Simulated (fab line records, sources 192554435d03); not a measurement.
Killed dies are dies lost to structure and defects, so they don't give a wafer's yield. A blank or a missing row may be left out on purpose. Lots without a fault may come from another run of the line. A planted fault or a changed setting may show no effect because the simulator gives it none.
Chamber matching | flow n5_finfet | N5_BEOL_M2_PRE_CLEAN_60 on cvd_co-01: 3 sister chambers
The step time 15 s. 6 wafers are shown with their chamber, then 12 later ones without.

WAFERS WITH THEIR CHAMBER
wafer  | chamber | heater_power_w (W)
L090.4 | 2       | 80
L088.5 | 1       | 89
L088.6 | 0       | 94
L091.1 | 1       | 87
L091.2 | 0       | 95
L091.3 | 2       | 80

WAFERS WITHOUT THEIR CHAMBER
wafer  | heater_power_w (W)
L093.2 | 97
L093.5 | 81
L093.6 | 88
L096.2 | 80
L096.4 | 83
L096.6 | 87
L092.3 | 88
L092.5 | 80
L092.6 | 89
L095.1 | 82
L095.3 | 96
L095.4 | 95

WHICH CHAMBER EACH WENT THROUGH
wafer  | from the rows above | in truth
L093.2 | 0                   | 0
L093.5 | 2                   | 2
L093.6 | 1                   | 1
L096.2 | 2                   | 2
L096.4 | 2                   | 2
L096.6 | 1                   | 1
L092.3 | 1                   | 1
L092.5 | 2                   | 2
L092.6 | 1                   | 1
L095.1 | 2                   | 2
L095.3 | 0                   | 0
L095.4 | 0                   | 0
Placed correctly: 12 of 12. Can't be placed from these rows: 0. Placed wrongly: 0.
How it was worked out, from the rows above alone: a wafer's distance from a chamber is the root of the sum, over the readings, of the square of ((its reading less the chamber's mean) divided by the reading's scatter). The wafer belongs to the nearest chamber; if the next one is less than 2 further off, it can't be placed. A chamber's mean is the mean of its shown wafers. The scatter: the root of (the sum of the squares of (reading less its chamber's mean) over the shown wafers, divided by (wafers less chambers)).
